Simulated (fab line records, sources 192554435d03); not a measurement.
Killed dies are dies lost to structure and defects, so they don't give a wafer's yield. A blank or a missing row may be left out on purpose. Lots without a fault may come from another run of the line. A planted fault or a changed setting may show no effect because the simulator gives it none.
fab line records | flow n5_finfet | part 2 of 2: steps 29 to 37 of 37
record lots=5 wafers=15 last_day=17
route steps=1938 shown STI_FIN_REVEAL@199 DUMMY_GATE@212
lots that met no fault: from a run of the same line without faults
start_h: hours from the record's first day to the start of the lot's first wafer shown | wait_h: hours since the lot's step before | " the same as in the row above | L1.1+2: a row that stands for several wafers | - no value, or no start given | * or withheld: withheld | < > ~ a bound
route shown NAME@n: a module of which the file shows steps, and the number in the route of the first | usual: mean/standard deviation of fault-free wafers | same: alike in all rows | chamber/n: place in a boat | sites: the reading at each site | _std_site: their standard deviation | _edge_site: outer sites' mean less inner sites' | radius_mm: how far each site lies from the wafer's centre | mask NAME#n: copy n | behind: the tool/chamber that last shaped the wafer | hold: why the lot was held/for how many hours/how that ended | device: the transistor (n, p or np) that didn't switch | end of line: the same wafers' tests at the end of the route | a step without rows: its recipe alone | killed: dies lost to structure and defects at the first sort, not the wafer's yield | map: a wafer's dies, x killed, . not, _ none there
set.NAME: the setting as run; set.NAME@STEP: as run at that earlier step | model.NAME: the simulator's own value behind a step, which no gauge read
lots at some steps of the route; a table a step, a row a wafer
services: from which hour (start_h, from the record's first day; less than 0 if before it) a tool's chamber was out of use, for how many hours, and why
## steps
# step N5_DUMMY_GATE_SOFTBAKE_10
# recipe temp_c=110 time_s=60 resist=CAR-EUV
# usual resist_line_temp_C=23.02/0.099
# columns lot.wafer tool chamber start_h wait_h resist_line_temp_C
L076.1 litho_track-05 0 - - 22.93
L076.3 " 0 " " 22.89
L076.4 " 0 " " 22.93
L077.2 litho_track-03 0 - - 23.05
L077.3 " 0 " " 22.95
L077.6 " 0 " " 23.09
L084.2 litho_track-03 0 - - 22.99
L084.3 " 0 " " 22.93
L084.4 " 0 " " 23.07
L089.1 litho_track-05 0 - - 22.90
L089.3 " 0 " " 22.91
L089.4 " 0 " " 22.91
L094.1 litho_track-05 0 - - 22.92
L094.3 " 0 " " 22.92
L094.6 " 0 " " 23.01
# step N5_DUMMY_GATE_EXPOSE_12
# recipe mask_id=GATE na=0.33 source_shape=annular sigma_inner=0.2 sigma_outer=0.6 polarization=unpolarized target_cd_nm=25 dose_mj=34
# columns lot.wafer tool chamber start_h wait_h mask
L076.1+3+4 euv_scanner-02 0 59.66 - GATE#0
L077.2+3+6 euv_scanner-02 0 65.40 - GATE#0
L084.2+3+4 euv_scanner-02 0 107.72 - GATE#0
L089.1+3+4 euv_scanner-02 0 140.88 - GATE#0
L094.1+3+6 euv_scanner-01 0 169.11 - GATE#0
# step N5_DUMMY_GATE_PEB_13
# recipe peb_temp_c=100 peb_time_s=60 resist=CAR-EUV
# usual resist_line_temp_C=23.02/0.12
# columns lot.wafer tool chamber start_h wait_h resist_line_temp_C
L076.1 litho_track-05 0 59.72 0.1 23.06
L076.3 " 0 " " 23.11
L076.4 " 0 " " 23.10
L077.2 litho_track-05 0 65.46 0.0 22.88
L077.3 " 0 " " 22.91
L077.6 " 0 " " 22.98
L084.2 litho_track-03 0 107.78 0.0 22.95
L084.3 " 0 " " 22.94
L084.4 " 0 " " 23.00
L089.1 litho_track-03 0 140.94 0.1 23.22
L089.3 " 0 " " 23.06
L089.4 " 0 " " 23.01
L094.1 litho_track-03 0 169.17 0.1 23.11
L094.3 " 0 " " 23.08
L094.6 " 0 " " 23.17
# step N5_DUMMY_GATE_DEVELOP_14
# recipe develop_time_s=30 developer=TMAH resist=CAR-EUV rinse_liquid=surfactant_rinse dry=air_spin dev_temp_c=23
# usual resist_line_temp_C=23.01/0.096
# columns lot.wafer tool chamber start_h wait_h resist_line_temp_C
L076.1 litho_track-05 0 - - 23.23
L076.3 " 0 " " 23.05
L076.4 " 0 " " 23.09
L077.2 litho_track-05 0 - - 22.99
L077.3 " 0 " " 22.94
L077.6 " 0 " " 22.95
L084.2 litho_track-03 0 - - 22.91
L084.3 " 0 " " 22.88
L084.4 " 0 " " 22.85
L089.1 litho_track-03 0 - - 22.94
L089.3 " 0 " " 23.21
L089.4 " 0 " " 22.85
L094.1 litho_track-03 0 - - 23.09
L094.3 " 0 " " 22.97
L094.6 " 0 " " 22.90
# step N5_DUMMY_GATE_CD_MEAS_15
# recipe target_cd_nm=25.8 landing_energy_ev=500 detector=se_inlens
# usual cd_nm=25.00/0.24
# columns lot.wafer tool chamber start_h wait_h cd_nm
L076.1 cd_sem-01 0 59.78 - 25.20
L076.3 " 0 " " 25.07
L076.4 " 0 " " 24.53
L077.2 cd_sem-01 0 65.52 - 24.95
L077.3 " 0 " " 24.71
L077.6 " 0 " " 25.22
L084.2 cd_sem-01 0 107.85 - 25.10
L084.3 " 0 " " 25.21
L084.4 " 0 " " 25.02
L089.1 cd_sem-02 0 141.00 - 24.83
L089.3 " 0 " " 25.01
L089.4 " 0 " " 24.95
L094.1 cd_sem-02 0 169.23 - 25.04
L094.3 " 0 " " 24.66
L094.6 " 0 " " 25.22
# step N5_DUMMY_GATE_OVL_MEAS_16
# recipe points_per_wafer=522
# usual GATE_OVL=0.3/0.73
# columns lot.wafer tool chamber start_h wait_h GATE_OVL[nm]
L076.1 overlay-02 0 59.82 0.0 0.0
L076.3 " 0 " " 1.2
L076.4 " 0 " " 0.5
L077.2 overlay-01 0 65.57 0.0 1.3
L077.3 " 0 " " 1.4
L077.6 " 0 " " 0.5
L084.2 overlay-02 0 107.89 0.0 0.3
L084.3 " 0 " " -0.3
L084.4 " 0 " " 0.6
L089.1 overlay-02 0 141.04 0.0 -0.1
L089.3 " 0 " " 1.0
L089.4 " 0 " " 0.6
L094.1 overlay-02 0 169.27 0.0 -0.6
L094.3 " 0 " " -0.1
L094.6 " 0 " " 0.2
# step N5_DUMMY_GATE_INSPECT_17
# recipe mode=adi inspect_instrument=brightfield
# usual raw_defect_count=197/50
# columns lot.wafer tool chamber start_h wait_h raw_defect_count
L076.1 defect_inspect-02 - 59.88 0.1 331
L076.3 " - " " 174
L076.4 " - " " 205
L077.2 defect_inspect-02 - 65.62 0.0 217
L077.3 " - " " 151
L077.6 " - " " 146
L084.2 defect_inspect-01 - 107.94 0.0 181
L084.3 " - " " 196
L084.4 " - " " 185
L089.1 defect_inspect-01 - 141.10 0.1 191
L089.3 " - " " 186
L089.4 " - " " 151
L094.1 defect_inspect-02 - 169.33 0.1 219
L094.3 " - " " 216
L094.6 " - " " 180
# step N5_DUMMY_GATE_DESCUM_20
# recipe chemistry=O2 time_s=6.2 source_power_w=50 bias_power_w=20 pressure_mtorr=20 rf_frequency_hz=2.712e+07 temp_c=40 resist=CAR-EUV o2_flow_sccm=225
# usual drypump_motor_current_A=5.6/0.32 oes_product_au=0.78/0.06 rf_vpp_V=242.1/1.5 showerhead_plenum_p_Torr=2.03/0.087 throttle_valve_pct=20.30/0.18
# columns lot.wafer tool chamber start_h wait_h drypump_motor_current_A oes_product_au rf_hours_counter_h rf_vpp_V showerhead_plenum_p_Torr throttle_valve_pct
L076.1 rie_diel-03 2 59.97 0.1 5.4 0.81 94 240.3 1.95 20.20
L076.3 " 3 " " 5.3 0.74 165 240.9 1.99 20.39
L076.4 " 2 " " 5.4 0.81 - 241.2 1.95 20.22
L077.2 rie_diel-03 2 65.75 0.1 5.4 0.81 97 240.2 1.95 20.21
L077.3 " 3 " " 5.3 0.74 168 241.8 1.99 20.38
L077.6 " 2 " " 5.4 0.82 - 241.4 1.95 20.22
L084.2 rie_diel-01 2 108.01 0.1 5.7 0.81 95 244.5 2.12 20.05
L084.3 " 1 " " 5.9 0.75 151 242.6 2.19 20.22
L084.4 " 3 " " 5.6 0.78 122 240.7 1.93 20.47
L089.1 rie_diel-04 1 141.73 0.6 5.1 0.72 204 240.5 1.99 20.73
L089.3 " 3 " " 6.0 0.79 114 242.2 2.03 20.16
L089.4 " 2 " " 5.8 0.76 129 240.0 1.93 20.28
L094.1 rie_diel-03 3 169.54 0.2 5.3 0.71 199 240.6 1.98 20.43
L094.3 " 0 " " 5.4 0.77 134 240.3 1.93 20.48
L094.6 " 2 " " 5.4 0.77 - 240.1 1.94 20.27
# step N5_DUMMY_GATE_ETCH_29
# recipe chemistry=N2/H2 target=underlayer target_depth_a=130 ion_energy_ev=200 pressure_mtorr=30 source_w=840 bias_w=150 n2_flow_sccm=200 h2_flow_sccm=200
# usual drypump_motor_current_A=5.6/0.32 oes_product_au=0.78/0.062 rf_vpp_V=521.7/3 showerhead_plenum_p_Torr=2.46/0.1 throttle_valve_pct=17.75/0.22
# columns lot.wafer tool chamber start_h wait_h drypump_motor_current_A oes_product_au rf_hours_counter_h rf_vpp_V showerhead_plenum_p_Torr throttle_valve_pct
L076.1 rie_diel-03 2 60.03 0.0 5.4 0.81 94 519.9 2.36 17.64
L076.3 " 3 " " 5.3 0.74 165 520.0 2.43 17.91
L076.4 " 2 " " 5.4 0.81 - 518.0 2.36 17.64
L077.2 rie_diel-03 2 65.81 0.0 5.4 0.80 97 517.6 2.36 17.65
L077.3 " 3 " " 5.3 0.74 168 520.4 2.43 17.93
L077.6 " 2 " " 5.4 0.81 - 518.6 2.36 17.65
L084.2 rie_diel-01 2 108.08 0.0 5.7 0.83 95 525.7 2.57 17.45
L084.3 " 1 " " 6.0 0.75 151 527.9 2.64 17.63
L084.4 " 3 " " 5.6 0.78 122 519.3 2.35 17.89
L089.1 rie_diel-04 1 141.80 0.0 5.1 0.72 204 519.8 2.42 18.24
L089.3 " 3 " " 6.0 0.79 114 523.7 2.46 17.66
L089.4 " 2 " " 5.8 0.77 129 517.5 2.33 17.64
L094.1 rie_diel-03 3 169.61 0.0 5.3 0.72 199 519.5 2.41 17.97
L094.3 " 0 " " 5.5 0.77 134 517.4 2.34 17.94
L094.6 " 2 " " 5.4 0.78 - 518.3 2.35 17.70
## services
# columns tool chamber start_h hours kind
cmp-03 - 27.53 2.8 repair
lpcvd-02 - 29.68 6.1 pm
ald_sin-04 - 35.55 6.0 pm
cmp-02 - 35.87 5.5 pm
rie_si-05 3 35.94 3.2 repair
lpcvd-01 - 41.86 2.8 pm
plasma_asher-02 - 43.42 0.4 repair
rie_diel-03 0 57.29 12.0 repair
lpcvd-01 - 58.89 6.0 pm
euv_scanner-02 - 63.89 1.0 pm
rie_diel-03 3 68.58 5.6 repair
plasma_asher-01 - 78.79 3.6 repair
euv_scanner-02 - 79.33 5.8 pm
ald_sin-03 - 85.25 14.0 pm
rie_diel-01 2 91.81 7.0 repair
euv_scanner-02 - 120.04 1.0 pm
ald_sin-03 - 131.06 1.0 repair
wet_bench-02 - 131.98 11.2 repair
rie_diel-01 3 135.21 3.0 repair
cmp-03 - 140.44 4.0 pm
rie_si-05 2 150.92 2.8 repair
rie_diel-04 0 154.84 11.5 repair
rie_diel-01 0 159.53 26.5 repair
euv_scanner-02 - 163.68 4.6 pm
